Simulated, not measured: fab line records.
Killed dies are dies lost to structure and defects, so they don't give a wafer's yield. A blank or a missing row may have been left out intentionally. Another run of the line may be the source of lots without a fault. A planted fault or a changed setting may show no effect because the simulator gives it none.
fab line records	flow n5-finfet	part 1 of 2: steps 1 to 25 of 32
[record] lots = 5	wafers = 15	last-day = 17
route steps=1938 shown STI_FIN_REVEAL@204 DUMMY_GATE@212
lots that met no fault: from a run of the same line without faults
start-h: the number of hours between the record's first day and the start of the first shown wafer of the lot	wait-h: time in hours since the lot's previous step	" as in the row above	L1.1+2: a single row standing in for several wafers	- no value, or no start given	* or withheld: withheld	< > ~ a bound
route shown NAME@n: NAME is a module with steps in the file, n the number in the route of the first one	usual: mean and standard deviation over wafers with no fault	same: alike in all rows	chamber/n: place in a boat	sites: per-site readings	_std_site: the standard deviation of these	_edge_site: outer sites' mean less inner sites'	radius-mm: how far each site lies from the wafer's centre	mask NAME#n: copy n	behind: tool/chamber where the wafer was last shaped	hold: why the lot went on hold/how many hours it stayed there/how the hold came to an end	device: the n, p or np transistor that did not switch	end of line: the same wafers' tests at the end of the route	for a step that has no rows: nothing shown but its recipe	killed: dies that structure and defects cost at the first sort, which is not the same as the wafer's yield	map: the dies of a wafer, with x for killed, . for not killed, _ for no die there
set.NAME: the setting that was run; set.NAME@STEP: the one run at that earlier step	model.NAME: the simulator's own value behind a step, which no gauge read
certain route steps with their lots: each step a table, each wafer a row
services: from which hour (start-h, from the record's first day; less than 0 if before it) a tool's chamber was out of use, for how many hours, and why
[[steps]]
[step N5_STI_FIN_REVEAL_OXIDATION_33]
[recipe] chemistry = O2_PLASMA_REMOTE	temp-c = 150	time-s = 20	pressure-mtorr = 1000	source-power-w = 2000	o2-flow-sccm = 3000
[usual] drypump-motor-current-A = 6.0/0.39	heater-power-w = 147/9.5	temp-c = 149.98/0.16
lot.wafer	tool	chamber	start-h	wait-h	drypump-motor-current-A	heater-power-w	rf-hours-counter-h	temp-c
L087.1	plasma-asher-01	1	118.71	0.0	5.3	134	41	150.09
L087.2	"	0	"	"	6.3	135	41	150.16
L087.4	"	1	"	"	5.4	131	-	150.18
L090.1	plasma-asher-02	1	133.93	0.0	5.8	155	101	149.77
L090.3	"	1	"	"	5.8	157	-	150.18
L090.6	"	1	"	"	5.8	153	-	149.94
L093.2	plasma-asher-02	0	151.40	0.0	6.4	147	103	149.92
L093.5	"	1	"	"	5.7	158	-	150.17
L093.6	"	0	"	"	6.4	151	-	150.12
L094.1	plasma-asher-01	1	156.82	0.0	5.3	129	48	150.20
L094.4	"	1	"	"	5.4	132	-	150.13
L094.6	"	0	"	"	6.3	138	-	150.08
L097.2	plasma-asher-01	1	176.97	0.0	5.4	132	53	149.83
L097.3	"	1	"	"	5.4	131	-	149.73
L097.6	"	1	"	"	5.3	133	-	149.65
[step N5_STI_FIN_REVEAL_CLEAN_19]
[recipe] chemistry = O3/DIW	temp-c = 25	time-s = 120	o3-ppm = 10
[usual] temp-c = 25.01/0.11
lot.wafer	tool	chamber	start-h	wait-h	temp-c
L087.1	wet-bench-02	1	118.79	0.1	25.16
L087.2	"	6	"	"	25.03
L087.4	"	5	"	"	25.09
L090.1	wet-bench-02	5	134.01	0.1	24.77
L090.3	"	0	"	"	24.90
L090.6	"	7	"	"	24.90
L093.2	wet-bench-01	6	151.49	0.1	24.92
L093.5	"	2	"	"	25.22
L093.6	"	3	"	"	25.01
L094.1	wet-bench-05	7	156.90	0.1	24.85
L094.4	"	6	"	"	24.99
L094.6	"	3	"	"	25.09
L097.2	wet-bench-02	1	177.06	0.1	25.15
L097.3	"	2	"	"	25.06
L097.6	"	0	"	"	24.99
[step N5_STI_FIN_REVEAL_SRD_23]
[recipe] dry = ipa-marangoni	time-s = 30	temp-c = 23	rinse-liquid = diw
[usual] temp-c = 23.00/0.11
lot.wafer	tool	chamber	start-h	wait-h	temp-c
L087.1	wet-bench-02	1	118.83	0.0	23.10
L087.2	"	6	"	"	23.01
L087.4	"	5	"	"	22.95
L090.1	wet-bench-02	5	134.05	0.0	23.03
L090.3	"	0	"	"	22.89
L090.6	"	7	"	"	23.01
L093.2	wet-bench-01	6	151.56	0.0	22.89
L093.5	"	2	"	"	22.86
L093.6	"	3	"	"	23.11
L094.1	wet-bench-05	7	156.94	0.0	22.99
L094.4	"	6	"	"	23.04
L094.6	"	3	"	"	22.87
L097.2	wet-bench-02	1	177.09	0.0	23.06
L097.3	"	2	"	"	22.99
L097.6	"	0	"	"	23.13
[step N5_STI_FIN_REVEAL_CD_MEAS_22]
[recipe] target-cd-nm = 6.238	pitch-nm = 28	polarity = line
[usual] cd-nm = 6.28/0.27
lot.wafer	tool	chamber	start-h	wait-h	cd-nm
L087.1	cd-sem-01	-	118.87	0.0	5.84
L087.2	"	-	"	"	6.08
L087.4	"	-	"	"	6.24
L090.1	cd-sem-02	-	134.09	0.0	6.48
L090.3	"	-	"	"	6.25
L090.6	"	-	"	"	6.26
L093.2	cd-sem-03	-	151.62	0.0	6.14
L093.5	"	-	"	"	6.71
L093.6	"	-	"	"	6.06
L094.1	cd-sem-02	-	156.98	0.0	6.44
L094.4	"	-	"	"	6.36
L094.6	"	-	"	"	6.33
L097.2	cd-sem-03	-	177.13	0.0	6.50
L097.3	"	-	"	"	6.00
L097.6	"	-	"	"	5.83
[step N5_STI_FIN_REVEAL_FIN_H_MEAS_10]
[usual] trench-depth-nm = 51.9/0.96
lot.wafer	tool	chamber	start-h	wait-h	trench-depth-nm
L087.1	ocd-01	-	118.90	0.0	51.7
L087.2	"	-	"	"	51.1
L087.4	"	-	"	"	49.7
L090.1	ocd-01	-	134.12	0.0	51.1
L090.3	"	-	"	"	50.5
L090.6	"	-	"	"	51.0
L093.2	ocd-01	-	151.65	0.0	53.6
L093.5	"	-	"	"	53.8
L093.6	"	-	"	"	51.2
L094.1	ocd-02	-	157.01	0.0	52.7
L094.4	"	-	"	"	53.1
L094.6	"	-	"	"	53.5
L097.2	ocd-01	-	177.16	0.0	51.6
L097.3	"	-	"	"	50.5
L097.6	"	-	"	"	51.3
[step N5_STI_FIN_REVEAL_PRECLEAN_18]
[recipe] chemistry = SC2	time-s = 45	temp-c = 35	mix = 1:1:50
[usual] bath-guard-temp-C = 35.0/0.43	temp-c = 35.01/0.12
lot.wafer	tool	chamber	start-h	wait-h	bath-guard-temp-C	temp-c
L087.1	wet-bench-01	1	118.93	0.0	34.9	35.03
L087.2	"	3	"	"	34.8	35.02
L087.4	"	4	"	"	35.1	35.10
L090.1	wet-bench-01	0	134.15	0.0	35.0	34.98
L090.3	"	7	"	"	35.3	35.11
L090.6	"	6	"	"	34.7	34.89
L093.2	wet-bench-05	1	151.68	0.0	35.5	35.13
L093.5	"	5	"	"	34.8	35.15
L093.6	"	3	"	"	35.3	34.89
L094.1	wet-bench-01	6	157.04	0.0	35.1	35.14
L094.4	"	5	"	"	34.2	35.14
L094.6	"	7	"	"	35.4	35.02
L097.2	wet-bench-01	6	177.19	0.0	34.7	34.93
L097.3	"	4	"	"	35.1	34.89
L097.6	"	5	"	"	34.1	34.99
[step N5_STI_FIN_REVEAL_SRD_28]
[recipe] dry = ipa-marangoni	time-s = 30	temp-c = 23	rinse-liquid = diw
[usual] temp-c = 22.99/0.11
lot.wafer	tool	chamber	start-h	wait-h	temp-c
L087.1	wet-bench-01	1	118.95	0.0	22.80
L087.2	"	3	"	"	22.99
L087.4	"	4	"	"	23.02
L090.1	wet-bench-01	0	134.17	0.0	22.95
L090.3	"	7	"	"	22.90
L090.6	"	6	"	"	23.09
L093.2	wet-bench-05	1	151.70	0.0	22.85
L093.5	"	5	"	"	22.91
L093.6	"	3	"	"	23.06
L094.1	wet-bench-01	6	157.07	0.0	22.99
L094.4	"	5	"	"	22.90
L094.6	"	7	"	"	22.97
L097.2	wet-bench-01	6	177.23	0.0	23.29
L097.3	"	4	"	"	22.89
L097.6	"	5	"	"	23.08
[step N5_STI_FIN_REVEAL_INSPECT_13]
[recipe] inspect-instrument = darkfield	mode = post-clean
[usual] raw-defect-count = 12/4.6
lot.wafer	tool	chamber	start-h	wait-h	raw-defect-count
L087.1	defect-inspect-02	-	118.99	0.0	14
L087.2	"	-	"	"	8
L087.4	"	-	"	"	10
L090.1	defect-inspect-02	-	134.21	0.0	10
L090.3	"	-	"	"	12
L090.6	"	-	"	"	7
L093.2	defect-inspect-01	-	151.74	0.0	12
L093.5	"	-	"	"	12
L093.6	"	-	"	"	11
L094.1	defect-inspect-02	-	157.13	0.0	6
L094.4	"	-	"	"	9
L094.6	"	-	"	"	10
L097.2	defect-inspect-02	-	177.28	0.0	16
L097.3	"	-	"	"	8
L097.6	"	-	"	"	11
[step N5_DUMMY_GATE_PRECLEAN_00]
[recipe] chemistry = O3/DIW	time-s = 60	temp-c = 22	o3-ppm = 10
[usual] temp-c = 21.99/0.11
lot.wafer	tool	chamber	start-h	wait-h	temp-c
L087.1	wet-bench-03	3	119.02	0.0	21.86
L087.2	"	1	"	"	21.91
L087.4	"	6	"	"	21.90
L090.1	wet-bench-04	0	134.24	0.0	22.04
L090.3	"	3	"	"	22.02
L090.6	"	6	"	"	21.83
L093.2	wet-bench-03	0	151.77	0.0	21.83
L093.5	"	1	"	"	22.28
L093.6	"	3	"	"	21.94
L094.1	wet-bench-04	4	157.16	0.0	21.84
L094.4	"	2	"	"	22.02
L094.6	"	5	"	"	22.23
L097.2	wet-bench-04	6	177.31	0.0	22.11
L097.3	"	4	"	"	22.03
L097.6	"	0	"	"	21.97
[step N5_DUMMY_GATE_SRD_01]
[recipe] time-s = 30	temp-c = 23	rinse-liquid = diw	dry = ipa-marangoni
[usual] temp-c = 23.00/0.11
lot.wafer	tool	chamber	start-h	wait-h	temp-c
L087.1	wet-bench-03	3	119.04	0.0	22.99
L087.2	"	1	"	"	22.88
L087.4	"	6	"	"	23.00
L090.1	wet-bench-04	0	134.26	0.0	22.97
L090.3	"	3	"	"	22.77
L090.6	"	6	"	"	22.82
L093.2	wet-bench-03	0	151.79	0.0	23.06
L093.5	"	1	"	"	22.96
L093.6	"	3	"	"	22.99
L094.1	wet-bench-04	4	157.18	0.0	23.09
L094.4	"	2	"	"	23.31
L094.6	"	5	"	"	22.81
L097.2	wet-bench-04	6	177.33	0.0	23.06
L097.3	"	4	"	"	22.93
L097.6	"	0	"	"	23.06
[step N5_DUMMY_GATE_ALD_02]
[recipe] material = SiO2	target-thk-a = 20	temp-c = 300	ald-precursor-family = BDEAS	ald-co-reactant = O2-plasma	pulse-time-s = 1	pressure-torr = 2
[usual] heater-power-w = 475/50	precursor-pulse-height-rel = 1.002/0.021
lot.wafer	tool	chamber	start-h	wait-h	heater-power-w	precursor-pulse-height-rel
L087.1	ald-sin-01	0	119.10	0.1	407	1.010
L087.2	"	2	"	"	491	1.048
L087.4	"	1	"	"	502	1.023
L090.1	ald-sin-01	1	134.77	0.5	495	0.997
L090.3	"	2	"	"	496	0.988
L090.6	"	1	"	"	498	1.038
L093.2	ald-sin-02	1	151.83	0.0	429	1.008
L093.5	"	1	"	"	449	0.997
L093.6	"	2	"	"	566	0.964
L094.1	ald-sin-04	0	157.22	0.0	429	0.981
L094.4	"	0	"	"	435	1.018
L094.6	"	3	"	"	492	0.981
L097.2	ald-sin-02	2	177.38	0.0	577	0.970
L097.3	"	0	"	"	500	1.029
L097.6	"	2	"	"	567	0.985
[step N5_DUMMY_GATE_CVD_03]
[recipe] material = a-Si	target-thk-a = 1500	temp-c = 530	precursor = SiH4	time-s = 8042
[usual] spike-tc-centre-C = 530.4/0.72
lot.wafer	tool	chamber	start-h	wait-h	spike-tc-centre-C
L087.1	lpcvd-01	1/15	119.21	0.1	528.5
L087.2	"	1/20	"	"	528.5
L087.4	"	1/29	"	"	528.5
L090.1	lpcvd-01	0/90	142.52	7.7	530.7
L090.3	"	0/100	"	"	530.7
L090.6	"	0/114	"	"	530.7
L093.2	lpcvd-02	0/70	151.94	0.1	529.7
L093.5	"	0/84	"	"	529.7
L093.6	"	0/89	"	"	529.7
L094.1	lpcvd-01	0/90	158.35	1.1	530.4
L094.4	"	0/104	"	"	530.4
L094.6	"	0/114	"	"	530.4
L097.2	lpcvd-01	0/70	177.48	0.1	530.2
L097.3	"	0/75	"	"	530.2
L097.6	"	0/89	"	"	530.2
[step N5_DUMMY_GATE_PRECLEAN_46]
[recipe] chemistry = DIW	time-s = 89.5	temp-c = 23
[usual] temp-c = 22.99/0.1
lot.wafer	tool	chamber	start-h	wait-h	temp-c
L087.1	wet-bench-04	0	124.72	0.0	22.92
L087.2	"	1	"	"	23.00
L087.4	"	3	"	"	23.07
L090.1	wet-bench-06	5	146.19	0.0	22.77
L090.3	"	4	"	"	23.02
L090.6	"	2	"	"	22.94
L093.2	wet-bench-06	2	155.61	0.0	22.94
L093.5	"	0	"	"	22.98
L093.6	"	4	"	"	23.00
L094.1	wet-bench-06	2	162.04	0.0	22.89
L094.4	"	6	"	"	22.74
L094.6	"	7	"	"	22.86
L097.2	wet-bench-03	6	181.17	0.0	23.09
L097.3	"	0	"	"	23.03
L097.6	"	5	"	"	23.09
[step N5_DUMMY_GATE_SRD_47]
[recipe] dry-time-s = 32	dry = n2-spin	spin-rpm = 1500
lot.wafer	tool	chamber	start-h	wait-h
L087.1+2+4	wet-bench-04	0,1,3	124.75	0.0
L090.1+3+6	wet-bench-06	5,4,2	146.22	0.0
L093.2+5+6	wet-bench-06	2,0,4	155.64	0.0
L094.1+4+6	wet-bench-06	2,6,7	162.07	0.0
L097.2+3+6	wet-bench-03	6,0,5	181.20	0.0
[step N5_DUMMY_GATE_CMP_04]
[recipe] material = a-Si	post-cmp-clean = alkaline-brush
[usual] motor-current-A = 10.1/1.1	time-to-endpoint-s = 15/3.5
lot.wafer	tool	chamber	start-h	wait-h	motor-current-A	time-to-endpoint-s
L087.4	cmp-04	0	124.81	0.1	10.8	18
L087.1	"	1	"	"	11.1	14
L087.2	"	2	"	"	9.9	13
L090.1	cmp-03	2	146.31	0.1	10.2	16
L090.3	"	3	"	"	9.3	12
L090.6	"	0	"	"	13.4	16
L093.2	cmp-02	2	155.67	0.0	9.1	19
L093.5	"	2	"	"	9.1	19
L093.6	"	3	"	"	10.4	10
L094.4	cmp-03	3	162.16	0.1	9.5	12
L094.1	"	0	"	"	13.0	15
L094.6	"	1	"	"	8.4	22
L097.2	cmp-03	1	181.25	0.0	9.0	20
L097.3	"	0	"	"	12.8	12
L097.6	"	2	"	"	9.9	16
[step N5_DUMMY_GATE_THK_MEAS_05]
[usual] thk-nm = 72.4/1.7
lot.wafer	tool	chamber	start-h	wait-h	thk-nm
L087.1	film-metro-02	-	125.02	0.1	72.8
L087.2	"	-	"	"	72.8
L087.4	"	-	"	"	73.4
L090.1	film-metro-02	-	146.49	0.1	73.7
L090.3	"	-	"	"	72.5
L090.6	"	-	"	"	73.1
L093.2	film-metro-02	-	155.91	0.2	74.6
L093.5	"	-	"	"	73.5
L093.6	"	-	"	"	70.2
L094.1	film-metro-01	-	162.34	0.1	71.1
L094.4	"	-	"	"	70.2
L094.6	"	-	"	"	75.4
L097.2	film-metro-01	-	181.49	0.2	76.0
L097.3	"	-	"	"	72.3
L097.6	"	-	"	"	74.3
[step N5_DUMMY_GATE_HM_DEP_06]
[recipe] material = SiNx	target-thk-a = 800	precursor = DCS/NH3	temp-c = 700	pressure-mtorr = 300	time-s = 5141
[usual] spike-tc-centre-C = 699.9/0.77
lot.wafer	tool	chamber	start-h	wait-h	spike-tc-centre-C
L087.1	lpcvd-02	1/40	125.64	0.6	700.6
L087.2	"	1/45	"	"	700.6
L087.4	"	1/54	"	"	700.6
L090.1	lpcvd-02	0/15	146.52	0.0	700.0
L090.3	"	0/25	"	"	700.0
L090.6	"	0/39	"	"	700.0
L093.2	lpcvd-02	0/45	155.94	0.0	700.1
L093.5	"	0/59	"	"	700.1
L093.6	"	0/64	"	"	700.1
L094.1	lpcvd-02	1/90	162.37	0.0	700.9
L094.4	"	1/104	"	"	700.9
L094.6	"	1/114	"	"	700.9
L097.2	lpcvd-02	0/95	181.52	0.0	699.9
L097.3	"	0/100	"	"	699.9
L097.6	"	0/114	"	"	699.9
[step N5_DUMMY_GATE_PECVD_30]
[recipe] material = SiO2	target-thk-a = 550	temp-c = 400	precursor = TEOS/O2	pressure-torr = 6.5	rf-w = withheld	teos-flow-sccm = withheld	gas = O2	flow-sccm = 2650	time-s = 10.8
lot.wafer	tool	chamber	start-h	wait-h
L087.1+2+4	pecvd-01	0,1,1	129.58	0.0
L090.1+3+6	pecvd-03	1,0,2	150.48	0.0
L093.2+5+6	pecvd-01	0,2,1	159.90	0.0
L094.1+4+6	pecvd-01	1,2,0	166.32	0.0
L097.2+3+6	pecvd-01	2,1,1	185.48	0.0
[step N5_DUMMY_GATE_COAT_34]
[recipe] resist = SOC	temp-c = 250	time-s = 60	spin-rpm = 1500	resist-thk-nm = 60
[usual] plate-temp-C = 250.04/0.14	resist-line-temp-C = 23.01/0.12
lot.wafer	tool	chamber	start-h	wait-h	plate-temp-C	resist-line-temp-C
L087.1	litho-track-03	0	129.64	0.0	250.27	22.96
L087.2	"	0	"	"	250.23	23.01
L087.4	"	0	"	"	250.32	23.07
L090.1	litho-track-03	0	150.53	0.0	250.04	23.11
L090.3	"	0	"	"	249.92	22.93
L090.6	"	0	"	"	249.87	22.96
L093.2	litho-track-03	0	159.95	0.0	250.26	23.09
L093.5	"	0	"	"	250.14	22.88
L093.6	"	0	"	"	250.02	22.97
L094.1	litho-track-05	0	166.38	0.0	250.06	23.07
L094.4	"	0	"	"	250.07	23.05
L094.6	"	0	"	"	250.05	23.04
L097.2	litho-track-02	0	185.53	0.0	249.98	22.98
L097.3	"	0	"	"	250.12	23.08
L097.6	"	0	"	"	250.21	23.09
[step N5_DUMMY_GATE_COAT_35]
[recipe] resist = SiARC	temp-c = 220	time-s = 60	spin-rpm = 1500	resist-thk-nm = 10
[usual] plate-temp-C = 220.00/0.16	resist-line-temp-C = 22.97/0.095
lot.wafer	tool	chamber	start-h	wait-h	plate-temp-C	resist-line-temp-C
L087.1	litho-track-03	0	-	-	220.00	22.88
L087.2	"	0	"	"	219.84	22.79
L087.4	"	0	"	"	219.88	22.94
L090.1	litho-track-03	0	-	-	219.79	22.94
L090.3	"	0	"	"	219.89	23.01
L090.6	"	0	"	"	219.94	22.99
L093.2	litho-track-03	0	-	-	219.82	23.09
L093.5	"	0	"	"	220.08	23.04
L093.6	"	0	"	"	219.85	22.83
L094.1	litho-track-05	0	-	-	219.96	23.01
L094.4	"	0	"	"	220.09	22.95
L094.6	"	0	"	"	220.07	23.02
L097.2	litho-track-02	0	-	-	220.20	23.19
L097.3	"	0	"	"	220.21	22.97
L097.6	"	0	"	"	220.03	23.02
[step N5_DUMMY_GATE_COAT_28]
[recipe] resist = underlayer	temp-c = 205	time-s = 60	spin-rpm = 1500	resist-thk-nm = 10
[usual] plate-temp-C = 205.00/0.15	resist-line-temp-C = 22.99/0.098
lot.wafer	tool	chamber	start-h	wait-h	plate-temp-C	resist-line-temp-C
L087.1	litho-track-03	0	-	-	205.06	23.01
L087.2	"	0	"	"	205.07	23.06
L087.4	"	0	"	"	204.91	22.81
L090.1	litho-track-03	0	-	-	205.09	23.01
L090.3	"	0	"	"	204.88	23.11
L090.6	"	0	"	"	204.93	23.04
L093.2	litho-track-03	0	-	-	205.14	23.21
L093.5	"	0	"	"	205.04	22.99
L093.6	"	0	"	"	204.98	23.06
L094.1	litho-track-05	0	-	-	204.74	22.99
L094.4	"	0	"	"	204.77	22.94
L094.6	"	0	"	"	204.76	22.96
L097.2	litho-track-02	0	-	-	205.17	22.96
L097.3	"	0	"	"	205.01	23.09
L097.6	"	0	"	"	204.94	23.15
[step N5_DUMMY_GATE_COAT_09]
[recipe] resist = CAR-EUV	spin-rpm = 1500	resist-thk-nm = 30
[usual] resist-line-temp-C = 23.04/0.11
lot.wafer	tool	chamber	start-h	wait-h	resist-line-temp-C
L087.1	litho-track-03	0	-	-	22.96
L087.2	"	0	"	"	23.01
L087.4	"	0	"	"	22.91
L090.1	litho-track-03	0	-	-	22.99
L090.3	"	0	"	"	22.94
L090.6	"	0	"	"	23.00
L093.2	litho-track-03	0	-	-	23.14
L093.5	"	0	"	"	23.14
L093.6	"	0	"	"	23.20
L094.1	litho-track-05	0	-	-	22.81
L094.4	"	0	"	"	23.10
L094.6	"	0	"	"	22.91
L097.2	litho-track-02	0	-	-	23.06
L097.3	"	0	"	"	23.05
L097.6	"	0	"	"	23.07
[step N5_DUMMY_GATE_EBR_11]
[recipe] solvent = PGMEA	ebr-width-mm = 1.5
[usual] resist-line-temp-C = 23.00/0.088
lot.wafer	tool	chamber	start-h	wait-h	resist-line-temp-C
L087.1	litho-track-03	0	-	-	22.86
L087.2	"	0	"	"	22.91
L087.4	"	0	"	"	22.99
L090.1	litho-track-03	0	-	-	23.08
L090.3	"	0	"	"	22.99
L090.6	"	0	"	"	23.03
L093.2	litho-track-03	0	-	-	23.13
L093.5	"	0	"	"	23.04
L093.6	"	0	"	"	23.01
L094.1	litho-track-05	0	-	-	23.12
L094.4	"	0	"	"	22.84
L094.6	"	0	"	"	23.06
L097.2	litho-track-02	0	-	-	22.93
L097.3	"	0	"	"	22.94
L097.6	"	0	"	"	22.83
[step N5_DUMMY_GATE_SOFTBAKE_10]
[recipe] temp-c = 110	time-s = 60	resist = CAR-EUV
[usual] plate-temp-C = 109.99/0.14	resist-line-temp-C = 23.01/0.1
lot.wafer	tool	chamber	start-h	wait-h	plate-temp-C	resist-line-temp-C
L087.1	litho-track-03	0	-	-	109.91	22.84
L087.2	"	0	"	"	109.99	22.94
L087.4	"	0	"	"	110.03	22.90
L090.1	litho-track-03	0	-	-	110.09	22.84
L090.3	"	0	"	"	110.07	23.02
L090.6	"	0	"	"	109.99	22.91
L093.2	litho-track-03	0	-	-	109.89	23.03
L093.5	"	0	"	"	109.80	22.96
L093.6	"	0	"	"	110.16	22.85
L094.1	litho-track-05	0	-	-	110.15	23.04
L094.4	"	0	"	"	110.24	23.01
L094.6	"	0	"	"	110.04	22.85
L097.2	litho-track-02	0	-	-	110.01	22.89
L097.3	"	0	"	"	109.87	22.93
L097.6	"	0	"	"	109.87	22.94
[step N5_DUMMY_GATE_EXPOSE_12]
[recipe] mask-id = GATE	na = 0.33	source-shape = annular	sigma-inner = 0.2	sigma-outer = 0.6	polarization = unpolarized	target-cd-nm = 25	dose-mj = 34
[usual] focus-offset-nm = 0.0/0.57	stage-msd-nm = 0.807/0.013
lot.wafer	tool	chamber	start-h	wait-h	mask	focus-offset-nm	stage-msd-nm
L087.1	euv-scanner-02	0	129.90	-	GATE#0	0.0	0.814
L087.2	"	0	"	"	GATE#0	0.2	0.816
L087.4	"	0	"	"	GATE#0	-0.6	0.813
L090.1	euv-scanner-01	0	150.82	-	GATE#0	-0.1	0.786
L090.3	"	0	"	"	GATE#0	0.0	0.787
L090.6	"	0	"	"	GATE#0	0.4	0.782
L093.2	euv-scanner-01	0	160.22	-	GATE#0	-0.2	0.783
L093.5	"	0	"	"	GATE#0	0.8	0.784
L093.6	"	0	"	"	GATE#0	-0.1	0.786
L094.1	euv-scanner-01	0	166.52	-	GATE#0	0.1	0.786
L094.4	"	0	"	"	GATE#0	-0.5	0.784
L094.6	"	0	"	"	GATE#0	0.0	0.789
L097.2	euv-scanner-01	0	185.80	-	GATE#0	0.8	0.785
L097.3	"	0	"	"	GATE#0	-0.3	0.784
L097.6	"	0	"	"	GATE#0	0.5	0.785
